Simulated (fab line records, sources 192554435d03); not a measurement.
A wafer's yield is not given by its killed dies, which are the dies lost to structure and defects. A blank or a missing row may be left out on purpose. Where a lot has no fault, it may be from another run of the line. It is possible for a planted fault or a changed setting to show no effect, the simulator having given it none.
Chamber matching -- flow n5-finfet -- 4 sister chambers for N5_FIN_CUT_CUT_ETCH_28 on rie-si-06
The step etches Si in HBr/Cl2/O2, target depth 6 nm, time 2.4 s. 16 wafers are shown with their chamber, then 8 later ones without.

## WAFERS WITH THEIR CHAMBER
wafer,chamber,throttle-valve-pct (%),oes-product-au (a.u.)
L074.2,1,36.8,1.016
L074.4,3,37.0,1.012
L074.6,1,36.8,1.015
L077.1,3,37.0,1.017
L077.5,3,37.0,1.003
L077.6,0,36.9,0.999
L079.1,2,37.2,0.985
L079.2,0,36.8,0.998
L079.3,3,37.0,1.005
L082.3,0,36.9,0.997
L082.5,3,37.0,1.015
L082.6,2,37.2,0.981
L087.1,2,37.2,0.978
L087.2,3,36.9,1.012
L087.5,0,36.8,1.001
L090.4,1,36.9,1.003

SIGNATURES, as means of the wafers listed above
reading,chamber 0,chamber 1,chamber 2,chamber 3,scatter within a chamber
throttle-valve-pct,36.850,36.833,37.200,36.983,0.0456
oes-product-au,0.99875,1.01133,0.98133,1.01067,0.00493
Rule: distance of a wafer from a chamber = root of the sum over the readings of ((wafer's reading minus chamber's mean) / reading's scatter) squared. If the next closest chamber is less than 2 further off than the closest, the wafer can't be placed; otherwise it belongs to the closest. The scatter: the root of (the sum of the squares of (reading less its chamber's mean) over the shown wafers, divided by (wafers less chambers)).

## WAFERS MISSING THEIR CHAMBER
wafer,throttle-valve-pct (%),oes-product-au (a.u.)
L090.5,36.9,1.011
L090.6,36.8,1.000
L095.2,36.8,1.005
L095.3,36.9,1.005
L095.6,36.9,1.007
L097.1,36.9,1.006
L097.2,37.1,0.992
L097.4,37.1,0.974

## WHICH CHAMBER EACH ONE RAN IN
wafer,from the rows above,in truth
L090.5,can't be placed: 1 or 3 or 0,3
L090.6,can't be placed: 0 or 1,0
L095.2,can't be placed: 1 or 0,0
L095.3,can't be placed: 0 or 1 or 3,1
L095.6,can't be placed: 1 or 3 or 0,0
L097.1,can't be placed: 1 or 0 or 3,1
L097.2,can't be placed: 2 or 3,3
L097.4,2,2
Correct placement for 1 of the 8. These rows do not allow placing 7 (true chamber among the candidates in 7). Number placed wrongly: 0.
